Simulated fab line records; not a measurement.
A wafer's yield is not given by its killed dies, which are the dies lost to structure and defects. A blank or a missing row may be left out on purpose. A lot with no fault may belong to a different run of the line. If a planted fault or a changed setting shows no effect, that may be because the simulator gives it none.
Chamber matching || flow nand harc || rie diel-01 running NHARC_P_GATE_DESCUM_93: 4 sister chambers
The step chemistry O2, time 3 s. 8 wafers are shown with their chamber, then 7 later ones without.

## EACH WAFER AND ITS CHAMBER
{"wafer": "L307.1", "chamber": 0, "drypump motor current A (A)": 5.0, "oes product au (a.u.)": 0.997}
{"wafer": "L307.3", "chamber": 2, "drypump motor current A (A)": 5.3, "oes product au (a.u.)": 1.016}
{"wafer": "L308.5", "chamber": 3, "drypump motor current A (A)": 6.5, "oes product au (a.u.)": 1.005}
{"wafer": "L309.3", "chamber": 1, "drypump motor current A (A)": 5.5, "oes product au (a.u.)": 0.991}
{"wafer": "L309.4", "chamber": 2, "drypump motor current A (A)": 5.3, "oes product au (a.u.)": 1.008}
{"wafer": "L309.6", "chamber": 3, "drypump motor current A (A)": 6.5, "oes product au (a.u.)": 1.004}
{"wafer": "L319.2", "chamber": 1, "drypump motor current A (A)": 5.4, "oes product au (a.u.)": 0.993}
{"wafer": "L319.3", "chamber": 0, "drypump motor current A (A)": 5.0, "oes product au (a.u.)": 0.992}

## WAFERS MISSING THEIR CHAMBER
{"wafer": "L319.5", "drypump motor current A (A)": 5.0, "oes product au (a.u.)": 1.005}
{"wafer": "L322.2", "drypump motor current A (A)": 5.4, "oes product au (a.u.)": 0.992}
{"wafer": "L322.5", "drypump motor current A (A)": 5.4, "oes product au (a.u.)": 0.991}
{"wafer": "L322.6", "drypump motor current A (A)": 6.5, "oes product au (a.u.)": 0.995}
{"wafer": "L323.2", "drypump motor current A (A)": 5.4, "oes product au (a.u.)": 1.008}
{"wafer": "L323.4", "drypump motor current A (A)": 6.5, "oes product au (a.u.)": 1.001}
{"wafer": "L323.5", "drypump motor current A (A)": 5.5, "oes product au (a.u.)": 1.005}

## THE CHAMBER EACH PASSED THROUGH
{"wafer": "L319.5", "from the rows above": 0, "in truth": 0}
{"wafer": "L322.2", "from the rows above": 1, "in truth": 1}
{"wafer": "L322.5", "from the rows above": 1, "in truth": 1}
{"wafer": "L322.6", "from the rows above": 3, "in truth": 3}
{"wafer": "L323.2", "from the rows above": "can't be placed: 2 or 1", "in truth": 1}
{"wafer": "L323.4", "from the rows above": 3, "in truth": 3}
{"wafer": "L323.5", "from the rows above": "can't be placed: 1 or 2", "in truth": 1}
Correct placement for 5 of the 7. Not placeable from these rows: 2 (in 2, the candidates include the true chamber). 0 placed wrongly.
How it was worked out, from the rows above alone: a wafer's distance from a chamber is the root of the sum, over the readings, of the square of ((its reading less the chamber's mean) divided by the reading's scatter). The wafer belongs to the nearest chamber; if the next one is less than 2 further off, it can't be placed. A chamber's mean is the mean of its shown wafers. The scatter is the square root of a quotient: the sum, over the shown wafers, of each reading's squared deviation from its chamber's mean, divided by wafers minus chambers.
